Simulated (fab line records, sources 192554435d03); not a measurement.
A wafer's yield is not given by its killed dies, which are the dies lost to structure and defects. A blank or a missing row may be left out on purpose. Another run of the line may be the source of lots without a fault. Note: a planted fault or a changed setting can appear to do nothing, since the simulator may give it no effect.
fab line records ; flow n5Finfet
record lots=6; wafers=18; lastDay=17
route steps=1938 shown BEOL_M1@761 BEOL_M4@1111 PASSIVATION@1936
lots that met no fault: taken from a fault-free run of the same line
startH: hours from the record's opening day to when the first of the lot's shown wafers began ; waitH: hours since the lot's step before ; " same as the row above ; L1.1+2: a row that stands for several wafers ; - value missing, or start not given ; * or withheld: withheld ; < > ~ a bound
route shown NAME@n: names a module that has steps shown in the file, with the first one's number in the route ; usual: mean/standard deviation of fault-free wafers ; same: alike in all rows ; chamber/n: place in a boat ; sites: per-site readings ; _std_site: their standard deviation ; _edge_site: mean of outer sites minus mean of inner sites ; radiusMm: how far each site lies from the wafer's centre ; mask NAME#n: copy n ; behind: the last tool/chamber to shape the wafer ; hold: why the lot was held/for how many hours/how that ended ; device: transistor that didn't switch, given as n, p or np ; end of line: the same wafers' tests at the end of the route ; step lacking rows: just its recipe ; killed: the dies lost at the first sort to structure and to defects; this is not the yield of the wafer ; map: dies across one wafer; x = killed, . = not, _ = none there
set.NAME: the setting the step ran with; set.NAME@STEP: the setting that earlier step ran with ; model.NAME: the simulator's own value behind a step, which no gauge read
lots at selected steps of the route; one table per step, one row per wafer
services: from which hour (startH, from the record's first day; less than 0 if before it) a tool's chamber was out of use, for how many hours, and why
## steps
# step N5_BEOL_M1_EXPOSE_08
# recipe maskId=M1; na=0.33; sourceShape=dipole; sigmaInner=0.369; sigmaOuter=0.767; polarization=unpolarized; doseMj=33
# step N5_BEOL_M1_PEB_09
# recipe pebTempC=100; pebTimeS=60; resist=CAR-EUV
# step N5_BEOL_M1_DEVELOP_10
# recipe developTimeS=30; developer=TMAH; resist=CAR-EUV; rinseLiquid=surfactantRinse; dry=airSpin; devTempC=23
# step N5_BEOL_M1_CD_MEAS_11
# recipe targetCdNm=17.05; landingEnergyEv=500; detector=seInlens; polarity=opening
# usual cdNm=17.07/0.24
lot.wafer;tool;chamber;startH;waitH;cdNm
L721.1;cdSem-02;0;156.00;-;17.08
L721.2;cdSem-02;0;156.00;-;17.55
L721.3;cdSem-02;0;156.00;-;16.92
L724.2;cdSem-02;0;162.80;-;16.60
L724.3;cdSem-02;0;162.80;-;16.98
L724.6;cdSem-02;0;162.80;-;16.43
L725.1;cdSem-02;0;174.69;-;17.49
L725.3;cdSem-02;0;174.69;-;16.97
L725.6;cdSem-02;0;174.69;-;17.13
L732.3;cdSem-01;0;214.11;-;17.34
L732.4;cdSem-01;0;214.11;-;16.79
L732.5;cdSem-01;0;214.11;-;16.92
L737.4;cdSem-02;0;241.65;-;17.15
L737.5;cdSem-02;0;241.65;-;16.84
L737.6;cdSem-02;0;241.65;-;17.20
L739.2;cdSem-01;0;253.96;-;17.08
L739.3;cdSem-01;0;253.96;-;17.15
L739.5;cdSem-01;0;253.96;-;17.12
# step N5_BEOL_M1_OVL_MEAS_12
# recipe pointsPerWafer=522
# usual M1_OVL=0.2/0.65
lot.wafer;tool;chamber;startH;waitH;M1_OVL[nm]
L721.1;overlay-02;0;156.03;0.0;-0.3
L721.2;overlay-02;0;156.03;0.0;-0.4
L721.3;overlay-02;0;156.03;0.0;-0.7
L724.2;overlay-02;0;162.83;0.0;0.6
L724.3;overlay-02;0;162.83;0.0;-0.1
L724.6;overlay-02;0;162.83;0.0;-0.1
L725.1;overlay-01;0;174.72;0.0;0.0
L725.3;overlay-01;0;174.72;0.0;1.8
L725.6;overlay-01;0;174.72;0.0;0.3
L732.3;overlay-02;0;214.15;0.0;-0.6
L732.4;overlay-02;0;214.15;0.0;-0.3
L732.5;overlay-02;0;214.15;0.0;0.9
L737.4;overlay-01;0;241.69;0.0;-0.3
L737.5;overlay-01;0;241.69;0.0;-0.8
L737.6;overlay-01;0;241.69;0.0;0.3
L739.2;overlay-01;0;253.99;0.0;1.4
L739.3;overlay-01;0;253.99;0.0;0.5
L739.5;overlay-01;0;253.99;0.0;-0.9
# step N5_BEOL_M1_INSPECT_13
# recipe mode=adi; inspectInstrument=brightfield
# usual rawDefectCount=428/96
lot.wafer;tool;chamber;startH;waitH;rawDefectCount
L721.1;defectInspect-02;-;156.09;0.1;554
L721.2;defectInspect-02;-;156.09;0.1;540
L721.3;defectInspect-02;-;156.09;0.1;437
L724.2;defectInspect-02;-;162.89;0.0;354
L724.3;defectInspect-02;-;162.89;0.0;297
L724.6;defectInspect-02;-;162.89;0.0;499
L725.1;defectInspect-02;-;174.78;0.1;706
L725.3;defectInspect-02;-;174.78;0.1;467
L725.6;defectInspect-02;-;174.78;0.1;558
L732.3;defectInspect-01;-;214.19;0.0;381
L732.4;defectInspect-01;-;214.19;0.0;311
L732.5;defectInspect-01;-;214.19;0.0;329
L737.4;defectInspect-02;-;241.74;0.0;462
L737.5;defectInspect-02;-;241.74;0.0;529
L737.6;defectInspect-02;-;241.74;0.0;461
L739.2;defectInspect-02;-;254.05;0.0;384
L739.3;defectInspect-02;-;254.05;0.0;553
L739.5;defectInspect-02;-;254.05;0.0;296
# step N5_BEOL_M1_DESCUM_16
# recipe chemistry=O2; timeS=7; sourcePowerW=50; biasPowerW=20; pressureMtorr=20; rfFrequencyHz=2.712e+07; tempC=40; resist=CAR-EUV; o2FlowSccm=225
# usual drypumpMotorCurrentA=5.9/0.56; oesProductAu=0.81/0.081; rfVppV=243.2/1.2; showerheadPlenumPTorr=2.09/0.06; throttleValvePct=20.35/0.24
lot.wafer;tool;chamber;startH;waitH;drypumpMotorCurrentA;oesProductAu;rfHoursCounterH;rfVppV;showerheadPlenumPTorr;throttleValvePct
L721.1;rieDiel-04;0;156.13;0.0;6.1;0.74;168;245.5;2.16;20.44
L721.2;rieDiel-04;2;156.13;0.0;5.7;0.75;161;241.9;2.02;20.37
L721.3;rieDiel-04;3;156.13;0.0;6.6;0.80;126;242.1;2.03;20.25
L724.2;rieDiel-01;3;162.92;0.0;6.3;0.73;175;243.8;2.10;20.27
L724.3;rieDiel-01;2;162.92;0.0;6.8;0.79;120;243.4;2.02;20.00
L724.6;rieDiel-01;2;162.92;0.0;6.8;0.81;-;241.9;2.02;20.02
L725.1;rieDiel-01;0;174.85;0.1;5.1;0.90;35;241.3;2.06;20.13
L725.3;rieDiel-01;3;174.85;0.1;6.3;0.74;178;242.9;2.10;20.29
L725.6;rieDiel-01;3;174.85;0.1;6.3;0.74;-;244.1;2.10;20.27
L732.3;rieDiel-02;0;214.23;0.0;5.6;0.94;7;244.6;2.13;20.36
L732.4;rieDiel-02;2;214.23;0.0;6.2;0.89;29;244.5;2.22;20.20
L732.5;rieDiel-02;0;214.23;0.0;5.6;0.93;-;242.7;2.13;20.37
L737.4;rieDiel-02;0;241.77;0.0;5.6;0.90;16;243.0;2.13;20.38
L737.5;rieDiel-02;1;241.77;0.0;5.3;0.73;-;243.7;2.05;20.12
L737.6;rieDiel-02;0;241.77;0.0;5.6;0.90;-;246.4;2.13;20.37
L739.2;rieDiel-01;0;254.08;0.0;5.1;0.85;60;242.4;2.05;20.16
L739.3;rieDiel-01;2;254.08;0.0;6.8;0.77;144;242.9;2.01;20.04
L739.5;rieDiel-01;1;254.08;0.0;6.4;0.85;-;244.6;2.12;20.62
# step N5_BEOL_M1_ETCH_74
# recipe chemistry=N2/H2; target=underlayer; targetDepthA=65; maskMaterial=CAR-EUV; timeS=5.2; ionEnergyEv=200; pressureMtorr=30; sourceW=840; biasW=150; n2FlowSccm=200; h2FlowSccm=200; ends=cleared
# usual drypumpMotorCurrentA=5.9/0.56; etchRfOnTimeS=5.24/0.18; oesProductAu=0.68/0.068; rfVppV=523.9/2.4; showerheadPlenumPTorr=2.54/0.08; throttleValvePct=17.78/0.24
lot.wafer;tool;chamber;startH;waitH;drypumpMotorCurrentA;etchRfOnTimeS;oesProductAu;rfHoursCounterH;rfVppV;showerheadPlenumPTorr;throttleValvePct
L721.1;rieDiel-04;0;156.16;0.0;6.2;5.41;0.61;168;528.5;2.65;18.08
L721.2;rieDiel-04;2;156.16;0.0;5.7;5.56;0.61;161;522.2;2.44;17.73
L721.3;rieDiel-04;3;156.16;0.0;6.7;5.07;0.68;126;525.1;2.44;17.57
L724.2;rieDiel-01;3;162.95;0.0;6.3;5.42;0.63;175;527.4;2.51;17.37
L724.3;rieDiel-01;2;162.95;0.0;6.8;5.03;0.68;120;521.7;2.47;17.63
L724.6;rieDiel-01;2;162.95;0.0;6.8;5.04;0.67;-;521.4;2.47;17.63
L725.1;rieDiel-01;0;174.89;0.0;5.1;5.02;0.74;35;523.4;2.48;17.55
L725.3;rieDiel-01;3;174.89;0.0;6.3;5.40;0.62;178;524.1;2.50;17.36
L725.6;rieDiel-01;3;174.89;0.0;6.3;5.40;0.63;-;524.6;2.50;17.36
L732.3;rieDiel-02;0;214.26;0.0;5.5;5.37;0.80;7;523.8;2.63;17.97
L732.4;rieDiel-02;2;214.26;0.0;6.2;5.10;0.74;29;530.3;2.69;17.60
L732.5;rieDiel-02;0;214.26;0.0;5.5;5.40;0.80;-;525.7;2.63;17.95
L737.4;rieDiel-02;0;241.80;0.0;5.6;5.40;0.77;16;529.3;2.63;17.98
L737.5;rieDiel-02;1;241.80;0.0;5.3;5.15;0.63;-;525.4;2.54;17.82
L737.6;rieDiel-02;0;241.80;0.0;5.6;5.38;0.77;-;525.9;2.63;17.98
L739.2;rieDiel-01;0;254.11;0.0;5.1;5.04;0.73;60;520.3;2.47;17.62
L739.3;rieDiel-01;2;254.11;0.0;6.8;5.16;0.65;144;521.2;2.46;17.65
L739.5;rieDiel-01;1;254.11;0.0;6.3;5.38;0.72;-;523.7;2.56;17.89
# step N5_BEOL_M1_ETCH_63
# recipe chemistry=CF4; target=SiARC; targetDepthA=156; maskMaterial=CAR-EUV; timeS=26; ionEnergyEv=80; pressureMtorr=40; sourceW=545; biasW=36; Ar_flow_sccm=100; cf4FlowSccm=100; ends=cleared
# usual drypumpMotorCurrentA=5.9/0.56; etchRfOnTimeS=26.3/0.96; oesProductAu=0.69/0.07; rfVppV=184.0/1; showerheadPlenumPTorr=2.14/0.06; throttleValvePct=15.50/0.2
lot.wafer;tool;chamber;startH;waitH;drypumpMotorCurrentA;etchRfOnTimeS;oesProductAu;rfHoursCounterH;rfVppV;showerheadPlenumPTorr;throttleValvePct
L721.1;rieDiel-04;0;156.18;0.0;6.0;27.4;0.62;168;184.0;2.22;15.69
L721.2;rieDiel-04;2;156.18;0.0;5.7;27.4;0.62;161;183.2;2.06;15.50
L721.3;rieDiel-04;3;156.18;0.0;6.7;25.5;0.69;126;184.0;2.08;15.44
L724.2;rieDiel-01;3;162.97;0.0;6.3;27.3;0.63;175;185.4;2.12;15.32
L724.3;rieDiel-01;2;162.97;0.0;6.8;25.5;0.67;120;182.7;2.08;15.29
L724.6;rieDiel-01;2;162.97;0.0;6.8;25.4;0.68;-;181.3;2.08;15.27
L725.1;rieDiel-01;0;174.90;0.0;5.1;25.1;0.76;35;182.9;2.09;15.21
L725.3;rieDiel-01;3;174.90;0.0;6.2;27.6;0.62;178;183.3;2.12;15.34
L725.6;rieDiel-01;3;174.90;0.0;6.3;27.4;0.62;-;185.1;2.12;15.34
L732.3;rieDiel-02;0;214.28;0.0;5.6;27.1;0.80;7;183.9;2.17;15.38
L732.4;rieDiel-02;2;214.28;0.0;6.2;25.4;0.75;29;185.1;2.28;15.40
L732.5;rieDiel-02;0;214.28;0.0;5.6;27.0;0.80;-;185.2;2.17;15.37
L737.4;rieDiel-02;0;241.82;0.0;5.6;26.9;0.77;16;186.0;2.17;15.41
L737.5;rieDiel-02;1;241.82;0.0;5.4;25.8;0.63;-;183.9;2.13;15.62
L737.6;rieDiel-02;0;241.82;0.0;5.6;26.8;0.78;-;183.9;2.17;15.41
L739.2;rieDiel-01;0;254.13;0.0;5.1;25.0;0.73;60;182.5;2.08;15.26
L739.3;rieDiel-01;2;254.13;0.0;6.8;25.9;0.65;144;183.7;2.07;15.32
L739.5;rieDiel-01;1;254.13;0.0;6.3;26.8;0.71;-;184.5;2.17;15.67
# step N5_BEOL_M1_ETCH_64
# recipe chemistry=N2/H2; target=SOC; targetDepthA=750; overetchA=150; maskMaterial=SiARC; tempC=40; timeS=112.5; ionEnergyEv=200; pressureMtorr=30; sourceW=840; biasW=150; n2FlowSccm=200; h2FlowSccm=200
# usual drypumpMotorCurrentA=5.9/0.57; oesProductAu=0.64/0.061; rfVppV=524.0/2.4; showerheadPlenumPTorr=2.54/0.08; throttleValvePct=17.74/0.24
lot.wafer;tool;chamber;startH;waitH;drypumpMotorCurrentA;oesProductAu;rfHoursCounterH;rfVppV;showerheadPlenumPTorr;throttleValvePct
L721.1;rieDiel-04;0;156.21;0.0;6.1;0.59;168;527.1;2.65;18.04
L721.2;rieDiel-04;2;156.21;0.0;5.7;0.59;161;519.8;2.44;17.65
L721.3;rieDiel-04;3;156.21;0.0;6.6;0.63;126;521.3;2.44;17.52
L724.2;rieDiel-01;3;163.00;0.0;6.3;0.59;175;524.4;2.51;17.33
L724.3;rieDiel-01;2;163.00;0.0;6.8;0.62;120;521.2;2.47;17.59
L724.6;rieDiel-01;2;163.00;0.0;6.8;0.62;-;520.6;2.47;17.61
L725.1;rieDiel-01;0;174.93;0.0;5.1;0.70;35;522.5;2.48;17.53
L725.3;rieDiel-01;3;174.93;0.0;6.3;0.60;178;524.6;2.50;17.34
L725.6;rieDiel-01;3;174.93;0.0;6.3;0.60;-;522.9;2.50;17.33
L732.3;rieDiel-02;0;214.31;0.0;5.5;0.75;8;526.4;2.63;17.91
L732.4;rieDiel-02;2;214.31;0.0;6.2;0.69;29;528.5;2.69;17.54
L732.5;rieDiel-02;0;214.31;0.0;5.6;0.75;-;525.7;2.63;17.94
L737.4;rieDiel-02;0;241.85;0.0;5.6;0.73;16;526.8;2.63;17.95
L737.5;rieDiel-02;1;241.85;0.0;5.4;0.58;-;522.6;2.54;17.78
L737.6;rieDiel-02;0;241.85;0.0;5.6;0.73;-;526.7;2.63;17.94
L739.2;rieDiel-01;0;254.16;0.0;5.1;0.66;60;522.1;2.47;17.57
L739.3;rieDiel-01;2;254.16;0.0;6.8;0.60;144;522.4;2.46;17.63
L739.5;rieDiel-01;1;254.16;0.0;6.4;0.67;-;524.6;2.56;17.85
# step N5_BEOL_M1_STRIP_65
# recipe chemistry=N2/H2; tempC=40; n2FlowSccm=200; h2FlowSccm=200; rfFrequencyHz=6e+07
# step N5_BEOL_M1_STRIP_75
# recipe chemistry=N2/H2; tempC=40; n2FlowSccm=200; h2FlowSccm=200; rfFrequencyHz=6e+07
# step N5_BEOL_M1_STRIP_66
# recipe chemistry=CF4; resist=SiARC; powerW=300; biasPowerW=75; pressureMtorr=50; cf4FlowSccm=150; rfFrequencyHz=6e+07
# usual biasPowerW=75.03/0.23; cf4FlowSccm=150.0/0.43; drypumpMotorCurrentA=5.9/0.56; oesProductAu=0.80/0.076; rfVppV=271.2/1.3; showerheadPlenumPTorr=1.80/0.045; throttleValvePct=13.49/0.2
lot.wafer;tool;chamber;startH;waitH;biasPowerW;cf4FlowSccm;drypumpMotorCurrentA;oesProductAu;rfHoursCounterH;rfVppV;showerheadPlenumPTorr;throttleValvePct;model.SiARC_of_BEOL_M1_COAT_62.thkNm
L721.1;rieDiel-04;0;156.33;0.0;74.84;149.8;6.0;0.74;168;271.9;1.86;13.66;0
L721.2;rieDiel-04;2;156.33;0.0;74.83;150.6;5.7;0.74;161;270.3;1.73;13.52;0
L721.3;rieDiel-04;3;156.33;0.0;75.17;149.8;6.6;0.79;126;270.0;1.76;13.47;0
L724.2;rieDiel-01;3;163.13;0.0;-;-;-;-;-;-;-;-;7.2
L724.3;rieDiel-01;2;163.13;0.0;-;-;-;-;-;-;-;-;6.6
L724.6;rieDiel-01;2;163.13;0.0;-;-;-;-;-;-;-;-;6.8
L725.1;rieDiel-01;0;175.06;0.0;-;-;-;-;-;-;-;-;6.6
L725.3;rieDiel-01;3;175.06;0.0;-;-;-;-;-;-;-;-;7.2
L725.6;rieDiel-01;3;175.06;0.0;-;-;-;-;-;-;-;-;7.2
L732.3;rieDiel-02;0;214.43;0.0;74.91;150.4;5.6;0.94;8;271.4;1.80;13.29;0
L732.4;rieDiel-02;2;214.43;0.0;74.68;149.9;6.2;0.85;29;272.1;1.91;13.36;0
L732.5;rieDiel-02;0;214.43;0.0;74.95;150.2;5.6;0.94;-;270.7;1.80;13.28;0
L737.4;rieDiel-02;0;241.98;0.0;74.94;151.1;5.6;0.90;16;271.3;1.80;13.30;0
L737.5;rieDiel-02;1;241.98;0.0;75.19;149.5;5.3;0.73;-;271.0;1.79;13.64;0
L737.6;rieDiel-02;0;241.98;0.0;75.25;150.2;5.6;0.92;-;272.0;1.80;13.31;0
L739.2;rieDiel-01;0;254.29;0.0;74.95;150.2;5.1;0.82;60;268.5;1.75;13.26;0
L739.3;rieDiel-01;2;254.29;0.0;75.12;149.7;6.8;0.75;144;269.8;1.75;13.38;0
L739.5;rieDiel-01;1;254.29;0.0;74.91;149.8;6.3;0.84;-;271.5;1.80;13.55;0
# step N5_BEOL_M1_HM_OPEN_17
# recipe chemistry=Cl2/BCl3; targetDepthA=200; overetchA=60; target=TiN; maskMaterial=SOC; ionEnergyEv=150; pressureMtorr=10; icpW=1000; biasW=126; Cl2_flow_sccm=53.25; bcl3FlowSccm=21.75; Ar_flow_sccm=25
# usual drypumpMotorCurrentA=5.77/0.26; oesProductAu=0.67/0.038; throttleValvePct=22.1/0.32
lot.wafer;tool;chamber;startH;waitH;drypumpMotorCurrentA;oesProductAu;rfHoursCounterH;throttleValvePct
L721.1;rieMetal-03;1;156.37;0.0;5.82;0.67;36;22.3
L721.2;rieMetal-03;0;156.37;0.0;5.77;0.65;53;22.0
L721.3;rieMetal-03;1;156.37;0.0;5.82;0.69;-;22.3
L724.2;rieMetal-02;1;163.17;0.0;5.89;0.68;28;22.8
L724.3;rieMetal-02;1;163.17;0.0;5.90;0.69;-;22.8
L724.6;rieMetal-02;0;163.17;0.0;6.00;0.77;-;21.9
L725.1;rieMetal-02;0;175.10;0.0;6.03;0.77;8;21.9
L725.3;rieMetal-02;0;175.10;0.0;6.01;0.76;-;21.9
L725.6;rieMetal-02;1;175.10;0.0;5.87;0.68;-;22.8
L732.3;rieMetal-01;0;214.51;0.1;5.96;0.67;-;21.7
L732.4;rieMetal-01;1;214.51;0.1;5.20;0.61;-;22.2
L732.5;rieMetal-01;0;214.51;0.1;6.00;0.67;-;21.8
L737.4;rieMetal-02;0;242.05;0.1;6.01;0.73;-;21.9
L737.5;rieMetal-02;0;242.05;0.1;6.03;0.74;-;21.9
L737.6;rieMetal-02;1;242.05;0.1;5.88;0.67;-;22.8
L739.2;rieMetal-02;1;254.33;0.0;5.88;0.68;37;22.8
L739.3;rieMetal-02;0;254.33;0.0;5.98;0.73;-;21.9
L739.5;rieMetal-02;0;254.33;0.0;6.02;0.74;-;21.9
# step N5_BEOL_M4_RC_MEAS_101
# usual DIBL_N=36.9/2.1; DIBL_P=37.1/2.5; IOFF_N=0.17/0.039; IOFF_P=0.23/0.043; ION_N=673/15; ION_P=462/9.1; SS_N=71.8/0.69; SS_P=73.6/0.74; VT_N=250/3.6; VT_P=-249.7/2.9
lot.wafer;tool;chamber;startH;waitH;DIBL_N[mV/V];DIBL_P[mV/V];IOFF_N[nA/um];IOFF_P[nA/um];ION_N[uA/um];ION_P[uA/um];SS_N[mV/dec];SS_P[mV/dec];VT_N[mV];VT_P[mV]
L721.1;prober-02;0;197.47;0.0;38.4;39.1;0.20;0.26;690;470;72.4;74.5;250;-250.4
L721.2;prober-02;0;197.47;0.0;35.2;35.7;0.16;0.21;691;471;71.2;73.7;251;-251.3
L721.3;prober-02;0;197.47;0.0;37.5;37.1;0.19;0.22;675;454;72.3;74.0;250;-252.9
L724.2;prober-02;0;205.53;0.2;39.2;38.0;0.18;0.25;682;468;72.1;74.3;248;-247.4
L724.3;prober-02;0;205.53;0.2;39.5;38.7;0.19;0.27;658;455;72.3;73.8;249;-248.0
L724.6;prober-02;0;205.53;0.2;38.4;36.9;0.16;0.23;674;465;71.6;73.3;249;-250.0
L725.1;prober-02;0;218.42;0.0;33.0;33.9;0.13;0.19;677;470;70.7;72.6;249;-250.4
L725.3;prober-02;0;218.42;0.0;38.5;40.7;0.24;0.30;679;464;72.9;74.2;244;-243.8
L725.6;prober-02;0;218.42;0.0;39.1;41.6;0.26;0.32;699;472;72.8;75.1;241;-246.1
L732.3;prober-02;0;260.14;0.3;35.9;36.5;0.14;0.18;666;454;71.8;73.7;254;-255.0
L732.4;prober-02;0;260.14;0.3;40.8;42.8;0.24;0.28;692;468;72.4;75.5;248;-251.3
L732.5;prober-02;0;260.14;0.3;39.0;40.2;0.19;0.24;670;459;71.9;74.9;248;-250.4
L737.4;prober-02;0;284.32;0.5;34.1;34.3;0.13;0.19;661;460;71.3;72.4;254;-252.5
L737.5;prober-02;0;284.32;0.5;36.7;37.7;0.18;0.23;694;476;71.5;73.7;246;-250.5
L737.6;prober-02;0;284.32;0.5;35.0;35.4;0.15;0.20;682;471;70.8;74.0;251;-250.0
L739.2;prober-02;0;302.25;0.2;33.7;33.2;0.11;0.17;641;446;70.5;72.0;255;-254.4
L739.3;prober-02;0;302.25;0.2;33.9;32.4;0.12;0.16;660;451;71.4;72.4;251;-255.9
L739.5;prober-02;0;302.25;0.2;36.3;35.9;0.15;0.20;657;453;71.7;73.6;252;-250.6
# step N5_PASSIVATION_PROBE_49
# usual defectLimitedYield=91.3/1.4; killed_at_M0_to_M3=32/9.5; killed_at_M4_up=14/5.2; killedAtContacts=13/5.7; killedAtFrontEnd=41/12; killedAtOther=3.5/2.6; killedDies=103/17; killedOpen=68/14; killedShort=32/7; sort_bin_5_function=5.0/0.91; sort_bin_6_memory=3.3/0.7; sort_bin_8_speed=0.03/0.22; sortNPass=1076/17; sortYieldPct=91.2/1.4
# same grossDies=1180; killedAtBackSide=0; sort_bin_4_leakage[%]=0
lot.wafer;tool;chamber;startH;waitH;defectLimitedYield[%];killed_at_M0_to_M3;killed_at_M4_up;killedAtContacts;killedAtFrontEnd;killedAtOther;killedDies;killedOpen;killedShort;sort_bin_5_function[%];sort_bin_6_memory[%];sort_bin_8_speed[%];sortNPass;sortYieldPct[%]
L732.5;prober-01;-;358.93;0.2;92.0;31;18;13;31;1;94;59;33;4.5;3.0;0;1086;92.0
# killed by level:class
L732.5 MOL_CONTACT_COAG:geometricParticle:open=11 BEOL_M3:geometricParticle:open=7 BEOL_M4:geometricParticle:short=7 FIN_SAQP:geometricParticle:open=6 BEOL_M0_SAQP:geometricParticle:open=6 BEOL_M0_SAQP:geometricParticle:short=6 BEOL_M4:geometricParticle:open=5 DUMMY_GATE:geometricParticle:open=4
## services
tool;chamber;startH;hours;kind
rieDiel-04;0;132.51;11.9;repair
rieDiel-02;1;156.55;15.9;repair
rieMetal-03;-;160.87;28.1;pm
rieDiel-01;3;165.35;3.0;repair
rieDiel-02;0;172.64;-;clean
rieDiel-02;0;172.64;-;consumableReplace:focusRing
rieDiel-02;0;172.64;14.3;scheduledDown
rieDiel-02;0;172.64;14.3;ventCycle
rieDiel-01;2;220.07;16.1;repair
rieMetal-01;-;225.67;1.5;repair
## key
firstSign step=N5_BEOL_M1_STRIP_66; reading=toolRecord; direction=missing
effect none on later readings
modelEffect step=N5_BEOL_M1_STRIP_66; value=SiARC_of_BEOL_M1_COAT_62.thkNm; without=0; struck=6.933
metAt N5_BEOL_M1_STRIP_66
struckWafers L724.2,L724.3,L724.6,L725.1,L725.3,L725.6
baselineLoss step=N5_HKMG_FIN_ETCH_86; wafers=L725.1
fault kind=skippedStepWhole; tool=rieDiel-01; chamber=-; onsetH=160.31; steps=N5_BEOL_M1_STRIP_66; scope=struckLotsOnly
# baselineLoss: these wafers lose ten dies or more at that step, a loss of the line's own and not of a fault; the sort's usual values leave them out
